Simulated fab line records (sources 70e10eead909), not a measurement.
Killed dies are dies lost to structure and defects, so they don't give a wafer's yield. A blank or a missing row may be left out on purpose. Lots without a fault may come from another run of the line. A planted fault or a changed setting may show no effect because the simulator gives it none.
Which tool did it? || flow nandHarc || 33 wafers from 11 lots sampled at 3 of the route's 1302 steps

## WHAT EACH GAUGE READ, for each wafer
NHARC_P_ZERO_WELL_CD_MEAS_37 targets a cd of 720 nm.
{"lot": "L547", "measured": "day 2 00:14", "on": "cdSem-01", "cdNm (nm)": "719.6 718.5 720.2"}
{"lot": "L549", "measured": "day 2 20:29", "on": "cdSem-03", "cdNm (nm)": "721.0 718.9 718.9"}
{"lot": "L556", "measured": "day 5 18:25", "on": "cdSem-03", "cdNm (nm)": "731.7 733.9 730.3"}
{"lot": "L560", "measured": "day 7 10:14", "on": "cdSem-03", "cdNm (nm)": "718.8 716.9 718.9"}
{"lot": "L563", "measured": "day 8 16:13", "on": "cdSem-02", "cdNm (nm)": "721.3 718.8 719.9"}
{"lot": "L564", "measured": "day 9 02:21", "on": "cdSem-02", "cdNm (nm)": "719.1 718.8 717.2"}
{"lot": "L565", "measured": "day 9 12:01", "on": "cdSem-01", "cdNm (nm)": "717.6 718.0 717.7"}
{"lot": "L566", "measured": "day 9 22:05", "on": "cdSem-03", "cdNm (nm)": "720.9 720.3 718.8"}
{"lot": "L567", "measured": "day 10 08:14", "on": "cdSem-03", "cdNm (nm)": "720.2 719.8 721.5"}
{"lot": "L568", "measured": "day 10 18:16", "on": "cdSem-03", "cdNm (nm)": "719.2 720.1 720.4"}
{"lot": "L570", "measured": "day 11 14:14", "on": "cdSem-02", "cdNm (nm)": "719.6 720.2 720.3"}

## WHICH TOOL RAN EACH LOT (tool, then ch and the chambers of the sampled wafers, then the start)
{"lot": "L547", "NHARC_P_ZERO_WELL_DESCUM_26": "rieDiel-06 ch 0,3, day 1 22:46", "NHARC_P_ZERO_WELL_EXPOSE_34": "krfScanner-02 ch 0, day 2 00:05"}
{"lot": "L549", "NHARC_P_ZERO_WELL_DESCUM_26": "rieDiel-06 ch 1,2,3, day 2 19:01", "NHARC_P_ZERO_WELL_EXPOSE_34": "krfScanner-01 ch 0, day 2 20:20"}
{"lot": "L556", "NHARC_P_ZERO_WELL_DESCUM_26": "rieDiel-07 ch 0,1,2, day 5 16:56", "NHARC_P_ZERO_WELL_EXPOSE_34": "krfScanner-04 ch 0, day 5 18:16"}
{"lot": "L560", "NHARC_P_ZERO_WELL_DESCUM_26": "rieDiel-06 ch 0,2,3, day 7 08:46", "NHARC_P_ZERO_WELL_EXPOSE_34": "krfScanner-02 ch 0, day 7 10:05"}
{"lot": "L563", "NHARC_P_ZERO_WELL_DESCUM_26": "rieDiel-06 ch 0,3, day 8 14:44", "NHARC_P_ZERO_WELL_EXPOSE_34": "krfScanner-01 ch 0, day 8 16:04"}
{"lot": "L564", "NHARC_P_ZERO_WELL_DESCUM_26": "rieDiel-07 ch 0,2,3, day 9 01:01", "NHARC_P_ZERO_WELL_EXPOSE_34": "krfScanner-01 ch 0, day 9 02:11"}
{"lot": "L565", "NHARC_P_ZERO_WELL_DESCUM_26": "rieDiel-06 ch 0,2,3, day 9 10:38", "NHARC_P_ZERO_WELL_EXPOSE_34": "krfScanner-01 ch 0, day 9 11:52"}
{"lot": "L566", "NHARC_P_ZERO_WELL_DESCUM_26": "rieDiel-06 ch 0,1, day 9 20:37", "NHARC_P_ZERO_WELL_EXPOSE_34": "krfScanner-04 ch 0, day 9 21:56"}
{"lot": "L567", "NHARC_P_ZERO_WELL_DESCUM_26": "rieDiel-07 ch 0,1, day 10 06:47", "NHARC_P_ZERO_WELL_EXPOSE_34": "krfScanner-02 ch 0, day 10 08:05"}
{"lot": "L568", "NHARC_P_ZERO_WELL_DESCUM_26": "rieDiel-06 ch 0,2, day 10 16:55", "NHARC_P_ZERO_WELL_EXPOSE_34": "krfScanner-02 ch 0, day 10 18:07"}
{"lot": "L570", "NHARC_P_ZERO_WELL_DESCUM_26": "rieDiel-07 ch 0,3, day 11 12:46", "NHARC_P_ZERO_WELL_EXPOSE_34": "krfScanner-04 ch 0, day 11 14:05"}
- NHARC_P_ZERO_WELL_DESCUM_26: chemistry O2, time 3 s.
- NHARC_P_ZERO_WELL_EXPOSE_34: exposes mask P PWELL, target cd 720 nm.

## WHAT THE TOOLS THEMSELVES READ (means of the sampled wafers that have a number; where no wafer has one, the mark that the record gives instead)
NHARC_P_ZERO_WELL_DESCUM_26.
{"lot": "L547", "tool": "rieDiel-06", "drypumpMotorCurrentA (A)": 6.1, "oesProductAu (a.u.)": 1.010, "rfVppV (V)": 58.0, "showerheadPlenumPTorr (Torr)": 1.88, "throttleValvePct (%)": 11.317}
{"lot": "L549", "tool": "rieDiel-06", "drypumpMotorCurrentA (A)": 6.3, "oesProductAu (a.u.)": 1.011, "rfVppV (V)": 58.1, "showerheadPlenumPTorr (Torr)": 1.90, "throttleValvePct (%)": 11.312}
{"lot": "L556", "tool": "rieDiel-07", "drypumpMotorCurrentA (A)": 6.0, "oesProductAu (a.u.)": 1.006, "rfVppV (V)": 57.4, "showerheadPlenumPTorr (Torr)": 1.87, "throttleValvePct (%)": 11.311}
{"lot": "L560", "tool": "rieDiel-06", "drypumpMotorCurrentA (A)": 5.9, "oesProductAu (a.u.)": 1.001, "rfVppV (V)": 56.9, "showerheadPlenumPTorr (Torr)": 1.91, "throttleValvePct (%)": 11.303}
{"lot": "L563", "tool": "rieDiel-06", "drypumpMotorCurrentA (A)": 5.4, "oesProductAu (a.u.)": 1.001, "rfVppV (V)": 57.1, "showerheadPlenumPTorr (Torr)": 1.85, "throttleValvePct (%)": 11.312}
{"lot": "L564", "tool": "rieDiel-07", "drypumpMotorCurrentA (A)": 6.1, "oesProductAu (a.u.)": 0.990, "rfVppV (V)": 58.9, "showerheadPlenumPTorr (Torr)": 1.81, "throttleValvePct (%)": 11.317}
{"lot": "L565", "tool": "rieDiel-06", "drypumpMotorCurrentA (A)": 5.9, "oesProductAu (a.u.)": 1.003, "rfVppV (V)": 58.5, "showerheadPlenumPTorr (Torr)": 1.90, "throttleValvePct (%)": 11.307}
{"lot": "L566", "tool": "rieDiel-06", "drypumpMotorCurrentA (A)": 5.2, "oesProductAu (a.u.)": 1.004, "rfVppV (V)": 57.5, "showerheadPlenumPTorr (Torr)": 1.81, "throttleValvePct (%)": 11.303}
{"lot": "L567", "tool": "rieDiel-07", "drypumpMotorCurrentA (A)": 5.7, "oesProductAu (a.u.)": 0.995, "rfVppV (V)": 58.9, "showerheadPlenumPTorr (Torr)": 1.93, "throttleValvePct (%)": 11.313}
{"lot": "L568", "tool": "rieDiel-06", "drypumpMotorCurrentA (A)": 5.3, "oesProductAu (a.u.)": 1.008, "rfVppV (V)": 57.6, "showerheadPlenumPTorr (Torr)": 1.88, "throttleValvePct (%)": 11.305}
{"lot": "L570", "tool": "rieDiel-07", "drypumpMotorCurrentA (A)": 6.1, "oesProductAu (a.u.)": 0.999, "rfVppV (V)": 57.5, "showerheadPlenumPTorr (Torr)": 1.83, "throttleValvePct (%)": 11.305}

## THE ANSWER, worked out from the rows above alone
Rule: the usual values come from the lots themselves. The widest of any qualifying gaps counts: lots, ordered by their means at a reading, are off when they make up no more than a third of the lots, leave a main group of 4 or more, and stand apart from it by 3 or more times the standard deviation of that group's means. The tables above print the reading to a certain number of digits; a main group whose means all agree to those digits is not used. A lot without any number at a reading at which 4 lots or more have one is off too. Any other lot the step has rows for is counted as sound. Order of review: gauges by route order, followed by the tools' own readings, for which a lot's mean as printed above is used. The first step at which some lot is off is used, and at that step the reading that is off furthest; a lot without a number counts as furthest.
Off at NHARC_P_ZERO_WELL_CD_MEAS_37 (cdNm): L556. For the main group the mean is 719.4 nm and the standard deviation 0.88.
A tool fits if, at a process step before that reading, it ran every lot that is off, and no sound lot after the first of them. Those tools and the gauges at NHARC_P_ZERO_WELL_CD_MEAS_37 are tried in the same way. Of those tried, none fits.

## WHAT THE SIMULATOR HAD INSERTED
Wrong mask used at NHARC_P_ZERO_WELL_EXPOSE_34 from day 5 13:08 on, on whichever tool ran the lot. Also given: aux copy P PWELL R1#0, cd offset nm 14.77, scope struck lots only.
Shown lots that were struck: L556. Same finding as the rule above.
